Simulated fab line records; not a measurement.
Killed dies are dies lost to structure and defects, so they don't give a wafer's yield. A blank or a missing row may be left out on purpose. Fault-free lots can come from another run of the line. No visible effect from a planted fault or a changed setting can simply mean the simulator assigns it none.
fab line records ; flow nand-harc
record: lots: 6; wafers: 18; last-day: 23
route steps=1159 shown P_STI@69
lots untouched by any fault: they come from a run of this same line in which no faults occurred
start-h: start of the lot's first displayed wafer, in hours after the record's first day ; wait-h: how many hours have passed since the lot's step before this one ; " same as the row above ; L1.1+2: a row that stands for several wafers ; - no value, or no start was given ; * or withheld: withheld ; < > ~ a bound
route shown NAME@n: names a module that has steps shown in the file, with the first one's number in the route ; usual: mean and standard deviation over wafers with no fault ; same: alike in all rows ; chamber/n: place in a boat ; sites: the reading at each site ; _std_site: standard deviation across them ; _edge_site: mean of outer sites minus mean of inner sites ; radius-mm: for every site, how far away it sits from the centre of the wafer ; mask NAME#n: copy n ; behind: the tool/chamber that last shaped the wafer ; hold: why the lot went on hold/how many hours it stayed there/how the hold came to an end ; device: names the non-switching transistor (n, p or np) ; end of line: the route-end tests of the same wafers ; a step without rows: its recipe alone ; killed: not the wafer's yield, but the dies lost to structure and defects at the first sort ; map: shows each die of a wafer: x if killed, . if not, _ if none is there
set.NAME: the setting the step ran with; set.NAME@STEP: the setting that earlier step ran with ; model.NAME: the simulator's own value behind a step, which no gauge read
a table for each step, a row for each wafer; lots at some steps of the route
services: the hour from which a tool's chamber was out of use, counted from the record's first day as start-h (under 0 if before that day), plus the number of hours and why
== steps ==
step: NHARC_P_STI_ETCH_26
recipe: target-depth-a: 110; chemistry: dHF; material: SiO2
step: NHARC_P_STI_PRECLEAN_27
recipe: time-s: *; temp-c: 50; bath-age-min: 0; chemistry: SC1
step: NHARC_P_STI_SRD_28
step: NHARC_P_STI_OXIDE_29
recipe: target-thk-a: 100; temp-c: 900; ox-time-s: 1362; material: SiO2
step: NHARC_P_STI_HM_DEP_30
recipe: target-thk-a: 800; temp-c: 790; pressure-mtorr: 300; time-s: 873; material: Si3N4
step: NHARC_P_STI_DEHYDRATE_01
recipe: temp-c: 150; time-s: 120
step: NHARC_P_STI_HMDS_02
recipe: time-s: 30
step: NHARC_P_STI_COAT_41
recipe: temp-c: 200; time-s: 65
step: NHARC_P_STI_COAT_03
recipe: spin-rpm: 2000; resist-thk-nm: 600
step: NHARC_P_STI_SOFTBAKE_04
recipe: temp-c: 125; time-s: 70
step: NHARC_P_STI_EBR_05
step: NHARC_P_STI_EXPOSE_06
recipe: na: 0.55; target-cd-nm: 200; dose-mj: 37.69; mask-id: P_STI
step: NHARC_P_STI_PEB_07
recipe: peb-temp-c: 128; peb-time-s: 80
usual: exhaust-pa: 45.1/0.92; heater-power-total-W: 189.8/0.79; plate-temp-C: 128.00/0.13
lot.wafer;tool;chamber;start-h;wait-h;exhaust-pa;heater-power-total-W;plate-temp-C
L418.1;litho-track-07;0;40.01;0.1;44.6;189.0;128.07
L418.4;litho-track-07;0;40.01;0.1;44.9;190.5;127.92
L418.6;litho-track-07;0;40.01;0.1;44.5;190.7;128.06
L421.1;litho-track-02;0;55.70;0.1;45.9;189.3;128.03
L421.2;litho-track-02;0;55.70;0.1;46.3;189.8;128.13
L421.4;litho-track-02;0;55.70;0.1;46.8;189.1;127.99
L426.2;litho-track-07;0;79.57;0.1;44.2;209.4;137.33
L426.3;litho-track-07;0;79.57;0.1;44.0;209.6;137.61
L426.6;litho-track-07;0;79.57;0.1;45.8;209.1;137.59
L427.2;litho-track-07;0;90.38;0.1;44.9;206.9;137.70
L427.4;litho-track-07;0;90.38;0.1;44.7;207.7;137.58
L427.6;litho-track-07;0;90.38;0.1;46.0;209.6;137.69
L438.2;litho-track-02;0;154.98;0.1;44.4;190.9;128.28
L438.4;litho-track-02;0;154.98;0.1;45.7;190.8;128.03
L438.5;litho-track-02;0;154.98;0.1;45.4;188.6;128.23
L439.1;litho-track-05;0;160.66;0.1;46.6;189.3;128.09
L439.2;litho-track-05;0;160.66;0.1;45.1;188.6;127.98
L439.3;litho-track-05;0;160.66;0.1;45.7;189.7;127.78
step: NHARC_P_STI_DEVELOP_08
recipe: time-s: 50; dev-temp-c: 22
step: NHARC_P_STI_CD_MEAS_09
recipe: target-cd-nm: 200; landing-energy-ev: 500
usual: cd-nm: 198.5/2.8
lot.wafer;tool;chamber;start-h;wait-h;cd-nm
L418.1;cd-sem-01;0;40.10;-;199.4
L418.4;cd-sem-01;0;40.10;-;197.1
L418.6;cd-sem-01;0;40.10;-;200.2
L421.1;cd-sem-03;0;55.80;-;197.1
L421.2;cd-sem-03;0;55.80;-;195.1
L421.4;cd-sem-03;0;55.80;-;194.7
L426.2;cd-sem-02;0;79.65;-;247.4
L426.3;cd-sem-02;0;79.65;-;250.2
L426.6;cd-sem-02;0;79.65;-;250.3
L427.2;cd-sem-01;0;90.47;-;247.0
L427.4;cd-sem-01;0;90.47;-;241.4
L427.6;cd-sem-01;0;90.47;-;242.8
L438.2;cd-sem-03;0;155.07;-;198.7
L438.4;cd-sem-03;0;155.07;-;202.9
L438.5;cd-sem-03;0;155.07;-;198.2
L439.1;cd-sem-02;0;160.74;-;199.7
L439.2;cd-sem-02;0;160.74;-;202.9
L439.3;cd-sem-02;0;160.74;-;197.6
step: NHARC_P_STI_OVL_MEAS_10
usual: overlay-x-nm: 1/5.8; overlay-y-nm: -1/5.1
lot.wafer;tool;chamber;start-h;wait-h;overlay-x-nm;overlay-y-nm
L418.1;overlay-02;-;40.19;-;-7;-4
L418.4;overlay-02;-;40.19;-;-7;-4
L418.6;overlay-02;-;40.19;-;-6;-3
L421.1;overlay-02;-;55.88;-;-6;-5
L421.2;overlay-02;-;55.88;-;-6;-6
L421.4;overlay-02;-;55.88;-;-6;-5
L426.2;overlay-02;-;79.75;-;9;4
L426.3;overlay-02;-;79.75;-;9;4
L426.6;overlay-02;-;79.75;-;9;3
L427.2;overlay-02;-;90.56;-;-3;-10
L427.4;overlay-02;-;90.56;-;-3;-9
L427.6;overlay-02;-;90.56;-;-3;-10
L438.2;overlay-01;-;155.16;-;3;8
L438.4;overlay-01;-;155.16;-;3;8
L438.5;overlay-01;-;155.16;-;3;8
L439.1;overlay-01;-;160.84;-;2;0
L439.2;overlay-01;-;160.84;-;3;0
L439.3;overlay-01;-;160.84;-;3;0
step: NHARC_P_STI_INSPECT_11
usual: raw-defect-count: 6/3
lot.wafer;tool;chamber;start-h;wait-h;raw-defect-count
L418.1;defect-inspect-02;-;40.23;0.0;4
L418.4;defect-inspect-02;-;40.23;0.0;8
L418.6;defect-inspect-02;-;40.23;0.0;3
L421.1;defect-inspect-01;-;55.92;0.0;7
L421.2;defect-inspect-01;-;55.92;0.0;7
L421.4;defect-inspect-01;-;55.92;0.0;8
L426.2;defect-inspect-02;-;79.79;0.0;12
L426.3;defect-inspect-02;-;79.79;0.0;14
L426.6;defect-inspect-02;-;79.79;0.0;12
L427.2;defect-inspect-01;-;90.60;0.0;9
L427.4;defect-inspect-01;-;90.60;0.0;5
L427.6;defect-inspect-01;-;90.60;0.0;4
L438.2;defect-inspect-02;-;155.20;0.0;3
L438.4;defect-inspect-02;-;155.20;0.0;6
L438.5;defect-inspect-02;-;155.20;0.0;6
L439.1;defect-inspect-01;-;160.88;0.0;6
L439.2;defect-inspect-01;-;160.88;0.0;4
L439.3;defect-inspect-01;-;160.88;0.0;9
step: NHARC_P_STI_HARDBAKE_13
recipe: temp-c: 118; time-s: 65
step: NHARC_P_STI_DESCUM_14
recipe: time-s: 3; o2-flow-sccm: 200; ar-flow-sccm: 0; bias-power-w: 0; chemistry: O2
usual: drypump-motor-current-A: 5.75/0.27; oes-product-au: 1.000/0.017; rf-vpp-V: 57.9/0.86; showerhead-plenum-p-Torr: 1.93/0.059; throttle-valve-pct: 11.311/0.0097
lot.wafer;tool;chamber;start-h;wait-h;drypump-motor-current-A;oes-product-au;rf-hours-counter-h;rf-vpp-V;showerhead-plenum-p-Torr;throttle-valve-pct;model.P_STI.cd-nm
L418.4;rie-diel-11;0;40.36;-;5.64;0.996;0.8;57.7;1.98;11.313;197.3
L418.1;rie-diel-11;3;40.36;-;6.17;0.996;0.7;59.3;2.04;11.329;199.9
L418.6;rie-diel-11;0;40.36;-;5.64;0.988;-;58.3;1.98;11.315;200.4
L421.2;rie-diel-01;2;56.06;-;5.89;1.013;4.8;57.9;1.89;11.302;195
L421.4;rie-diel-01;3;56.06;-;5.77;0.991;5.4;57.5;1.90;11.300;195.1
L421.1;rie-diel-01;0;56.06;-;5.67;1.007;4.8;58.5;2.00;11.316;197.3
L426.3;rie-diel-10;0;79.93;-;5.19;1.010;1.9;59.0;2.00;11.290;250.1
L426.2;rie-diel-10;1;79.93;-;5.78;0.979;1.9;58.3;1.91;11.306;246.7
L426.6;rie-diel-10;3;79.93;-;6.04;0.965;-;58.3;1.92;11.312;251.6
L427.4;rie-diel-10;1;90.74;-;5.75;0.986;2.0;58.1;1.91;11.313;240.8
L427.2;rie-diel-10;3;90.74;-;6.07;0.969;0.9;59.1;1.92;11.314;247.6
L427.6;rie-diel-10;1;90.74;-;5.78;0.983;-;59.4;1.91;11.318;242.2
L438.2;rie-diel-01;1;155.33;-;5.80;0.986;0.1;57.4;1.88;11.303;198.5
L438.4;rie-diel-01;0;155.33;-;5.63;1.019;0.2;59.6;2.00;11.325;204.2
L438.5;rie-diel-01;1;155.33;-;5.82;0.988;-;56.0;1.88;11.304;198.3
L439.2;rie-diel-10;0;161.02;-;5.20;1.013;3.5;57.1;2.00;11.319;203.4
L439.3;rie-diel-10;1;161.02;-;5.78;0.981;3.8;58.0;1.91;11.318;197.3
L439.1;rie-diel-10;2;161.02;-;6.07;0.994;3.8;58.8;1.85;11.318;198.5
step: NHARC_P_STI_ETCH_42
recipe: target-depth-a: 800; overetch-a: 240; time-s: 61; ion-energy-ev: 200; n2-flow-sccm: 150; h2-flow-sccm: 150; ar-flow-sccm: 0; rf-w: 400; bias-w: 150; chemistry: N2/H2
usual: drypump-motor-current-A: 5.76/0.26; oes-product-au: 0.998/0.017; rf-vpp-V: 431.0/1.9; showerhead-plenum-p-Torr: 2.06/0.065; throttle-valve-pct: 14.171/0.0091
lot.wafer;tool;chamber;start-h;wait-h;drypump-motor-current-A;oes-product-au;rf-hours-counter-h;rf-vpp-V;showerhead-plenum-p-Torr;throttle-valve-pct
L418.1;rie-diel-11;0;40.45;0.1;5.64;0.995;0.8;432.3;2.11;14.185
L418.4;rie-diel-11;3;40.45;0.1;6.14;1.001;0.7;434.6;2.18;14.162
L418.6;rie-diel-11;1;40.45;0.1;5.34;1.033;-;432.2;2.08;14.171
L421.1;rie-diel-01;2;56.15;0.1;5.85;1.016;4.8;428.8;2.02;14.175
L421.4;rie-diel-01;3;56.15;0.1;5.79;1.005;5.4;430.8;2.03;14.162
L421.2;rie-diel-01;0;56.15;0.1;5.65;1.014;4.8;432.8;2.14;14.150
L426.2;rie-diel-10;3;80.02;0.1;6.03;0.977;0.8;430.0;2.05;14.163
L426.3;rie-diel-10;0;80.02;0.1;5.23;1.018;1.9;433.0;2.14;14.170
L426.6;rie-diel-10;1;80.02;0.1;5.75;0.976;-;429.8;2.04;14.177
L427.2;rie-diel-10;0;90.83;0.1;5.24;1.018;2.1;432.8;2.14;14.171
L427.4;rie-diel-10;2;90.83;0.1;6.07;1.008;2.0;427.6;1.97;14.174
L427.6;rie-diel-10;3;90.83;0.1;6.04;0.991;-;430.5;2.05;14.180
L438.4;rie-diel-01;1;155.42;0.1;5.83;0.980;0.2;429.5;2.00;14.173
L438.2;rie-diel-01;3;155.42;0.1;5.79;1.004;0.1;431.1;2.03;14.168
L438.5;rie-diel-01;1;155.42;0.1;5.84;0.978;-;429.5;2.00;14.173
L439.3;rie-diel-10;1;161.12;0.1;5.76;0.984;3.8;429.9;2.04;14.190
L439.1;rie-diel-10;2;161.12;0.1;6.09;0.989;3.8;429.2;1.97;14.174
L439.2;rie-diel-10;0;161.12;0.1;5.23;1.008;3.5;434.1;2.14;14.161
step: NHARC_P_STI_ETCH_31
recipe: target-depth-a: 1089; time-s: 54.5; cf4-flow-sccm: 100; chf3-flow-sccm: 30; ar-flow-sccm: 0; rf-w: 500; bias-w: 200; chemistry: CF4/CHF3
usual: drypump-motor-current-A: 5.76/0.26; oes-product-au: 0.963/0.019; rf-vpp-V: 370.9/1.8; showerhead-plenum-p-Torr: 1.59/0.047; throttle-valve-pct: 16.804/0.0086
lot.wafer;tool;chamber;start-h;wait-h;drypump-motor-current-A;oes-product-au;rf-hours-counter-h;rf-vpp-V;showerhead-plenum-p-Torr;throttle-valve-pct
L418.1;rie-diel-11;3;-;-;6.13;0.988;0.8;374.6;1.67;16.795
L418.4;rie-diel-11;2;-;-;5.73;0.984;0.6;371.2;1.52;16.806
L418.6;rie-diel-11;3;-;-;6.17;0.990;-;372.9;1.67;16.807
L421.4;rie-diel-01;2;-;-;5.87;0.977;4.9;371.0;1.56;16.802
L421.2;rie-diel-01;0;-;-;5.65;0.982;4.8;373.9;1.64;16.790
L421.1;rie-diel-01;1;-;-;5.82;0.947;3.8;369.0;1.55;16.808
L426.2;rie-diel-10;0;-;-;5.22;0.967;1.9;372.4;1.64;16.799
L426.3;rie-diel-10;3;-;-;6.02;0.934;0.8;371.7;1.58;16.808
L426.6;rie-diel-10;1;-;-;5.76;0.956;-;370.5;1.57;16.807
L427.2;rie-diel-10;0;-;-;5.16;0.972;2.1;372.9;1.64;16.817
L427.4;rie-diel-10;2;-;-;6.02;0.969;2.0;369.2;1.52;16.797
L427.6;rie-diel-10;1;-;-;5.76;0.946;-;371.0;1.57;16.807
L438.2;rie-diel-01;3;-;-;5.78;0.971;0.1;369.0;1.56;16.797
L438.4;rie-diel-01;2;-;-;5.87;0.967;0.1;370.4;1.56;16.792
L438.5;rie-diel-01;3;-;-;5.76;0.966;-;370.3;1.56;16.810
L439.1;rie-diel-10;1;-;-;5.77;0.933;3.8;370.9;1.57;16.807
L439.3;rie-diel-10;2;-;-;5.96;0.937;3.9;369.7;1.52;16.814
L439.2;rie-diel-10;0;-;-;5.19;0.957;3.5;372.7;1.64;16.797
step: NHARC_P_STI_ETCH_15
recipe: target-depth-a: 3000; taper-deg: 4; time-s: 100.1; hbr-flow-sccm: 150; cl2-flow-sccm: 50; rf-w: 400; icp-w: 400; bias-w: 100; chemistry: HBr/Cl2
usual: drypump-motor-current-A: 5.9/0.48; hbr-flow-sccm: 149.9/0.44; oes-product-au: 0.991/0.011; throttle-valve-pct: 26.407/0.0094
lot.wafer;tool;chamber;start-h;wait-h;drypump-motor-current-A;hbr-flow-sccm;oes-product-au;rf-hours-counter-h;throttle-valve-pct;model.P_STI.cd-nm
L418.1;rie-si-04;2;40.65;-;6.2;149.8;1.003;0.7;26.406;199.1
L418.4;rie-si-04;3;40.65;-;6.0;149.7;0.980;0.6;26.418;197.8
L418.6;rie-si-04;2;40.65;-;6.2;150.1;1.003;-;26.396;202.9
L421.1;rie-si-04;0;56.33;-;5.5;150.6;0.985;0.9;26.413;195.4
L421.4;rie-si-04;2;56.33;-;6.2;149.8;0.992;0.9;26.415;194.2
L421.2;rie-si-04;3;56.33;-;6.0;149.9;0.990;0.8;26.410;194.6
L426.2;rie-si-04;3;80.23;-;6.0;149.9;0.988;1.0;26.407;247.9
L426.3;rie-si-04;0;80.23;-;5.5;149.7;0.980;1.1;26.416;248.9
L426.6;rie-si-04;2;80.23;-;6.2;150.1;1.009;-;26.397;250.9
L427.2;rie-si-03;3;91.01;-;5.0;150.4;1.013;0.8;26.409;248.6
L427.4;rie-si-03;0;91.01;-;6.7;149.2;0.994;0.6;26.408;240.3
L427.6;rie-si-03;3;91.01;-;5.0;150.9;1.001;-;26.405;242.8
L438.2;rie-si-04;0;155.63;-;5.5;150.5;0.977;0.4;26.405;198.4
L438.4;rie-si-04;2;155.63;-;6.2;149.9;1.006;0.4;26.409;204
L438.5;rie-si-04;0;155.63;-;5.5;150.0;0.980;-;26.417;197.4
L439.3;rie-si-05;1;161.33;-;6.4;149.4;0.996;0.6;26.415;196.6
L439.1;rie-si-05;2;161.33;-;5.8;150.1;0.979;0.7;26.391;196.6
L439.2;rie-si-05;3;161.33;-;5.2;150.0;0.970;0.7;26.414;203
step: NHARC_P_STI_CD_MEAS_16
usual: cd-nm: 198/3.1
lot.wafer;tool;chamber;start-h;wait-h;cd-nm
L418.1;cd-sem-01;-;40.80;-;199
L418.4;cd-sem-01;-;40.80;-;198
L418.6;cd-sem-01;-;40.80;-;203
L421.1;cd-sem-01;-;56.50;-;196
L421.2;cd-sem-01;-;56.50;-;195
L421.4;cd-sem-01;-;56.50;-;194
L426.2;cd-sem-02;-;80.37;-;248
L426.3;cd-sem-02;-;80.37;-;249
L426.6;cd-sem-02;-;80.37;-;251
L427.2;cd-sem-01;-;91.18;-;249
L427.4;cd-sem-01;-;91.18;-;240
L427.6;cd-sem-01;-;91.18;-;243
L438.2;cd-sem-03;-;155.78;-;199
L438.4;cd-sem-03;-;155.78;-;204
L438.5;cd-sem-03;-;155.78;-;197
L439.1;cd-sem-03;-;161.50;-;197
L439.2;cd-sem-03;-;161.50;-;203
L439.3;cd-sem-03;-;161.50;-;196
step: NHARC_P_STI_OCD_MEAS_17
usual: trench-foot-cd-nm: 157.1/2.7
lot.wafer;tool;chamber;start-h;wait-h;trench-foot-cd-nm
L418.1;ocd-01;-;40.89;0.1;158.1
L418.4;ocd-01;-;40.89;0.1;156.1
L418.6;ocd-01;-;40.89;0.1;159.1
L421.1;ocd-02;-;56.58;0.1;155.5
L421.2;ocd-02;-;56.58;0.1;154.4
L421.4;ocd-02;-;56.58;0.1;153.3
L426.2;ocd-02;-;80.46;0.1;206.7
L426.3;ocd-02;-;80.46;0.1;209.8
L426.6;ocd-02;-;80.46;0.1;208.5
L427.2;ocd-01;-;91.26;0.1;204.7
L427.4;ocd-01;-;91.26;0.1;199.6
L427.6;ocd-01;-;91.26;0.1;200.6
L438.2;ocd-01;-;155.86;0.1;158.0
L438.4;ocd-01;-;155.86;0.1;160.8
L438.5;ocd-01;-;155.86;0.1;158.0
L439.1;ocd-01;-;161.59;0.1;159.0
L439.2;ocd-01;-;161.59;0.1;162.7
L439.3;ocd-01;-;161.59;0.1;156.4
step: NHARC_P_STI_STRIP_19
recipe: time-s: 900; temp-c: 130; chemistry: SPM
== services ==
tool;chamber;start-h;hours;kind
rie-diel-10;3;26.13;35.0;repair
rie-diel-10;0;33.00;-;clean
rie-diel-10;1;33.00;-;clean
rie-diel-10;2;33.00;-;clean
rie-si-04;2;36.21;1.7;repair
rie-si-04;1;50.66;2.4;repair
rie-diel-10;0;57.50;-;clean
rie-diel-10;1;57.50;-;clean
rie-diel-10;2;57.50;-;clean
litho-track-05;-;62.00;7.0;pm
rie-si-05;-;62.04;9.0;pm
rie-diel-10;0;82.00;-;clean
rie-diel-10;1;82.00;-;clean
rie-diel-10;2;82.00;-;clean
rie-diel-10;-;98.58;0.3;repair
rie-diel-01;0;98.74;1.6;repair
rie-si-04;-;99.00;9.0;pm
rie-diel-10;0;110.45;6.6;repair
rie-diel-10;0;120.15;7.5;repair
rie-diel-01;-;137.80;9.0;pm
rie-si-04;-;146.34;0.8;repair
rie-diel-11;0;152.29;2.6;repair
rie-diel-10;3;154.93;8.9;repair
rie-si-03;-;155.00;9.0;pm
== key ==
first-sign: step: NHARC_P_STI_PEB_07; reading: plate-temp-C; direction: up; sigmas: 73; usual: *; struck: *
effect: step: NHARC_P_STI_PEB_07; reading: heater-power-total-W; direction: up; sigmas: 24; usual: *; struck: *
effect: step: NHARC_P_STI_CD_MEAS_09; reading: cd-nm; direction: up; sigmas: 17; usual: 198.5; struck: 246.5; through: control-loop
effect: step: NHARC_P_STI_CD_MEAS_16; reading: cd-nm; direction: up; sigmas: 16; usual: 198; struck: 246; through: control-loop
effect: step: NHARC_P_STI_OCD_MEAS_17; reading: trench-foot-cd-nm; direction: up; sigmas: 18; usual: 157.1; struck: 205.0; through: control-loop
model-effect: step: NHARC_P_STI_DESCUM_14; value: P_STI.cd-nm; without: 199.8; struck: 246.5
model-effect: step: NHARC_P_STI_ETCH_15; value: P_STI.cd-nm; without: 199.9; struck: 246.6
met-at NHARC_P_STI_PEB_07
struck-wafers L426.2,L426.3,L426.6,L427.2,L427.4,L427.6
later-rows-left-out L426.2,L426.3,L426.6,L427.2,L427.4,L427.6
sort-left-out L426.2,L426.3,L426.6,L427.2,L427.4,L427.6
tester-left-out L426,L427
loop-trim: step: NHARC_P_STI_EXPOSE_06; setting: dose; lots: L427
onset-between 40.01 79.57
fault: kind: process-parameter-drift; tool: litho-track-07; chamber: -; onset-h: 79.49; steps: NHARC_P_STI_PEB_07; channel: peb-temp-c; offset: *; shape: step; end-h: 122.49; acts-in: *; stated: *
tester-left-out: of these lots the tester's yield and bins aren't shown, on N5 and GAA mostly nor the transistor test; their killed dies are dies lost to structure and defects alone, not to doping, threshold or leakage, so they don't give the yield
sort-left-out: the simulated sort isn't trusted on such a fault, so these wafers' sort isn't shown, and their yield isn't known
later-rows-left-out: the simulator's readings of these wafers behind a module that went badly wrong aren't trusted and aren't shown, but for the sort
loop-trim: a control loop set the setting to another value than it would have without faults
